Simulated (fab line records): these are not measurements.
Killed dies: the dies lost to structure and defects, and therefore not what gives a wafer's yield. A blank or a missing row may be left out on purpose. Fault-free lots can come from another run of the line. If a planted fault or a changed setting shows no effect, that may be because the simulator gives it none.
fab line records | flow n5_finfet
record lots=4 | wafers=12 | last_day=19
route steps=1938 shown BEOL_M11@1552
lots that met no fault: taken from a fault-free run of the same line
start_h: the number of hours between the record's first day and the start of the first shown wafer of the lot | wait_h: how many hours have passed since the lot's step before this one | " as in the row above | L1.1+2: a row that stands for several wafers | - no value present, or no start provided | * or withheld: withheld | < > ~ a bound
route shown NAME@n: NAME is a module with steps in the file, n the number in the route of the first one | usual: mean and standard deviation over wafers with no fault | same: alike in all rows | chamber/n: place in a boat | sites: each site's reading | _std_site: standard deviation across them | _edge_site: outer sites' mean less inner sites' | radius_mm: how far each site lies from the wafer's centre | mask NAME#n: copy n | behind: the last tool/chamber to shape the wafer | hold: reason for holding the lot/hours on hold/outcome of the hold | device: transistor that didn't switch, given as n, p or np | end of line: at the end of the route, the tests of the same wafers | a step given without rows: its recipe and nothing more | killed: not the wafer's yield, but the dies lost to structure and defects at the first sort | map: dies across one wafer; x = killed, . = not, _ = none there
set.NAME: the setting as run; set.NAME@STEP: as run at that earlier step | model.NAME: the simulator's own value behind a step, which no gauge read
a table for each step, a row for each wafer; lots at some steps of the route
services: a tool's chamber out of use, with start hour (start_h, from the record's first day; less than 0 if before it), hours out, and reason
## steps
# step N5_BEOL_M11_DESCUM_16
# recipe chemistry=O2 | time_s=7.9 | source_power_w=50 | bias_power_w=20 | pressure_mtorr=20 | rf_frequency_hz=2.712e+07 | temp_c=40 | resist=CAR-ArF | o2_flow_sccm=225
# step N5_BEOL_M11_ETCH_61
# recipe chemistry=CF4 | target=SiARC | target_depth_a=390 | mask_material=CAR-ArF | time_s=65 | ion_energy_ev=80 | pressure_mtorr=40 | source_w=545 | bias_w=36 | Ar_flow_sccm=100 | cf4_flow_sccm=100 | ends=cleared
# step N5_BEOL_M11_ETCH_62
# recipe chemistry=N2/H2 | target=SOC | target_depth_a=1100 | overetch_a=220 | mask_material=SiARC | temp_c=40 | time_s=165 | ion_energy_ev=200 | pressure_mtorr=30 | source_w=840 | bias_w=150 | n2_flow_sccm=200 | h2_flow_sccm=200
# step N5_BEOL_M11_STRIP_68
# recipe chemistry=N2/H2 | temp_c=40 | n2_flow_sccm=200 | h2_flow_sccm=200 | rf_frequency_hz=6e+07
# step N5_BEOL_M11_STRIP_67
# recipe chemistry=CF4 | resist=SiARC | power_w=300 | bias_power_w=75 | pressure_mtorr=50 | cf4_flow_sccm=150 | rf_frequency_hz=6e+07
# step N5_BEOL_M11_HM_OPEN_17
# recipe chemistry=Cl2/BCl3 | target_depth_a=200 | overetch_a=60 | target=TiN | mask_material=SOC | ion_energy_ev=150 | pressure_mtorr=10 | icp_w=1000 | bias_w=126 | Cl2_flow_sccm=53.25 | bcl3_flow_sccm=21.75 | Ar_flow_sccm=25
# step N5_BEOL_M11_STRIP_19
# recipe chemistry=O2 | power_w=400 | temp_c=40 | pressure_mtorr=30 | rf_frequency_hz=6e+07 | bias_power_w=0 | overash_fraction=0.2 | o2_flow_sccm=225
# step N5_BEOL_M11_COAT_63
# recipe resist=SOC | temp_c=250 | time_s=60 | spin_rpm=1500 | resist_thk_nm=100
# step N5_BEOL_M11_COAT_64
# recipe resist=SiARC | temp_c=220 | time_s=60 | spin_rpm=1500 | resist_thk_nm=30
# step N5_BEOL_M11_COAT_22
# recipe resist=CAR-ArF | spin_rpm=1500 | resist_thk_nm=90
# usual chill_plate_temp_C=23.00/0.11 | spin_speed_rpm=1500.0/1.1
lot.wafer | tool           | chamber | start_h | wait_h | chill_plate_temp_C | spin_speed_rpm | model.CAR-ArF_of_BEOL_M11_COAT_22.thk_nm
L286.2    | litho_track-05 | 0       | 274.75  | -      | 23.10              | 1499.9         | 90.4
L286.3    | "              | 0       | "       | "      | 23.12              | 1501.2         | 90.4
L286.5    | "              | 0       | "       | "      | 23.08              | 1501.0         | 90.4
L300.3    | litho_track-05 | 0       | 394.27  | -      | 22.97              | 1306.0         | 96.4
L300.4    | "              | 0       | "       | "      | 23.07              | 1304.7         | 96.8
L300.5    | "              | 0       | "       | "      | 23.02              | 1304.7         | 96.2
L302.4    | litho_track-01 | 0       | 401.23  | -      | 22.95              | 1500.7         | 90.4
L302.5    | "              | 0       | "       | "      | 22.89              | 1500.9         | 90.6
L302.6    | "              | 0       | "       | "      | 22.87              | 1500.4         | 90.6
L303.1    | litho_track-05 | 0       | 411.43  | -      | 22.99              | 1304.1         | 96.6
L303.2    | "              | 0       | "       | "      | 22.85              | 1303.7         | 96.6
L303.3    | "              | 0       | "       | "      | 22.95              | 1305.2         | 96.2
# step N5_BEOL_M11_EBR_24
# recipe solvent=PGMEA | ebr_width_mm=1.5
# step N5_BEOL_M11_SOFTBAKE_23
# recipe temp_c=110 | time_s=60 | resist=CAR-ArF
# step N5_BEOL_M11_EXPOSE_25
# recipe mask_id=V10 | na=1.35 | source_shape=annular | sigma_inner=0.5 | sigma_outer=0.8 | polarization=unpolarized | dose_mj=85.5
# step N5_BEOL_M11_PEB_26
# recipe peb_temp_c=withheld | peb_time_s=60 | resist=CAR-ArF
# step N5_BEOL_M11_DEVELOP_27
# recipe develop_time_s=30 | developer=TMAH | resist=CAR-ArF | rinse_liquid=diw | dry=air_spin | dev_temp_c=23
# step N5_BEOL_M11_DESCUM_33
# recipe chemistry=O2 | time_s=7.9 | source_power_w=50 | bias_power_w=20 | pressure_mtorr=20 | rf_frequency_hz=2.712e+07 | temp_c=40 | resist=CAR-ArF | o2_flow_sccm=225
# step N5_BEOL_M11_ETCH_65
# recipe chemistry=CF4 | target=SiARC | target_depth_a=390 | mask_material=CAR-ArF | time_s=65 | ion_energy_ev=80 | pressure_mtorr=40 | source_w=545 | bias_w=36 | Ar_flow_sccm=100 | cf4_flow_sccm=100 | ends=cleared
# usual chamber_pressure_mTorr=40.00/0.05 | drypump_motor_current_A=5.7/0.47 | etch_rf_on_time_s=64.8/0.93 | oes_product_au=0.70/0.07 | rf_vpp_V=184.2/1.2 | showerhead_plenum_p_Torr=2.15/0.075 | throttle_valve_pct=15.59/0.22
lot.wafer | tool        | chamber | start_h | wait_h | chamber_pressure_mTorr | drypump_motor_current_A | etch_rf_on_time_s | oes_product_au | rf_hours_counter_h | rf_vpp_V | showerhead_plenum_p_Torr | throttle_valve_pct | model.CAR-ArF_of_BEOL_M11_COAT_22.thk_nm
L286.2    | rie_diel-02 | 1       | 275.27  | 0.0    | 39.92                  | 6.3                     | 66.1              | 0.74           | 39                 | 184.3    | 2.18                     | 15.36              | 55.8
L286.3    | "           | 3       | "       | "      | 40.03                  | 5.8                     | 64.1              | 0.65           | 121                | 184.0    | 2.07                     | 16.00              | 55.8
L286.5    | "           | 2       | "       | "      | 39.97                  | 6.0                     | 64.9              | 0.61           | -                  | 185.7    | 2.22                     | 15.77              | 55.8
L300.3    | rie_diel-03 | 3       | 394.76  | 0.0    | 40.00                  | 5.5                     | 64.7              | 0.71           | 81                 | 185.0    | 2.25                     | 15.50              | 62
L300.4    | "           | 2       | "       | "      | 40.08                  | 5.3                     | 64.5              | 0.74           | -                  | 186.7    | 2.26                     | 15.50              | 62.4
L300.5    | "           | 0       | "       | "      | 40.01                  | 4.8                     | 66.2              | 0.65           | -                  | 182.7    | 2.08                     | 15.52              | 61.8
L302.4    | rie_diel-06 | 0       | 401.88  | 0.0    | 40.01                  | 5.2                     | 64.5              | 0.72           | -                  | 183.5    | 2.09                     | 15.47              | 56
L302.5    | "           | 1       | "       | "      | 39.99                  | 5.6                     | 63.8              | 0.86           | -                  | 184.7    | 2.19                     | 15.60              | 56.2
L302.6    | "           | 2       | "       | "      | 40.03                  | 6.4                     | 63.5              | 0.62           | -                  | 182.0    | 2.04                     | 15.56              | 56
L303.1    | rie_diel-02 | 3       | 411.80  | 0.0    | 40.04                  | 5.8                     | 64.2              | 0.61           | 162                | 183.6    | 2.06                     | 16.08              | 62
L303.2    | "           | 0       | "       | "      | 39.99                  | 5.6                     | 64.5              | 0.71           | 91                 | 182.8    | 2.08                     | 15.53              | 62
L303.3    | "           | 2       | "       | "      | 40.06                  | 6.1                     | 64.3              | 0.59           | 234                | 184.8    | 2.20                     | 15.87              | 61.8
# step N5_BEOL_M11_ETCH_66
# recipe chemistry=N2/H2 | target=SOC | target_depth_a=1200 | overetch_a=240 | mask_material=SiARC | temp_c=40 | time_s=180 | ion_energy_ev=200 | pressure_mtorr=30 | source_w=840 | bias_w=150 | n2_flow_sccm=200 | h2_flow_sccm=200
## services
tool           | chamber | start_h | hours | kind
rie_diel-06    | 3       | 252.54  | 2.8   | repair
rie_diel-03    | 1       | 260.48  | 6.6   | repair
rie_diel-03    | 1       | 280.85  | -     | clean
rie_diel-03    | 1       | 280.85  | -     | consumable_replace:focus_ring
rie_diel-03    | 1       | 280.85  | 20.3  | scheduled_down
rie_diel-03    | 1       | 280.85  | 20.3  | vent_cycle
rie_diel-03    | 3       | 318.68  | 3.2   | repair
rie_diel-06    | 3       | 326.10  | 3.0   | repair
rie_diel-06    | 1       | 356.46  | -     | clean
rie_diel-06    | 1       | 356.46  | -     | consumable_replace:focus_ring
rie_diel-06    | 1       | 356.46  | 29.5  | scheduled_down
rie_diel-06    | 1       | 356.46  | 29.5  | vent_cycle
litho_track-01 | -       | 371.14  | -     | consumable_replace:filter
rie_diel-03    | 2       | 381.01  | 1.2   | repair
rie_diel-02    | -       | 383.04  | 0.7   | repair
rie_diel-06    | -       | 385.21  | 14.6  | pm
rie_diel-03    | 1       | 388.62  | 8.8   | repair
rie_diel-06    | 3       | 399.81  | -     | clean
rie_diel-06    | 3       | 399.81  | -     | consumable_replace:focus_ring
rie_diel-06    | 3       | 399.81  | 20.3  | scheduled_down
rie_diel-06    | 3       | 399.81  | 20.3  | vent_cycle
## key
first_sign step=N5_BEOL_M11_COAT_22 | reading=spin_speed_rpm | direction=down | sigmas=99+ | usual=* | struck=*
effect none on later readings
model_effect step=N5_BEOL_M11_COAT_22 | value=CAR-ArF_of_BEOL_M11_COAT_22.thk_nm | without=89.97 | struck=96.47
model_effect step=N5_BEOL_M11_ETCH_65 | value=CAR-ArF_of_BEOL_M11_COAT_22.thk_nm | without=55.57 | struck=62
met_at N5_BEOL_M11_COAT_22
struck_wafers L300.3,L300.4,L300.5,L303.1,L303.2,L303.3
onset_between 274.75 394.27
fault kind=process_parameter_drift | tool=litho_track-05 | chamber=- | onset_h=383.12 | steps=N5_BEOL_M11_COAT_22 | channel=spin_rpm | offset=* | shape=step | end_h=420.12 | acts_in=* | stated=*
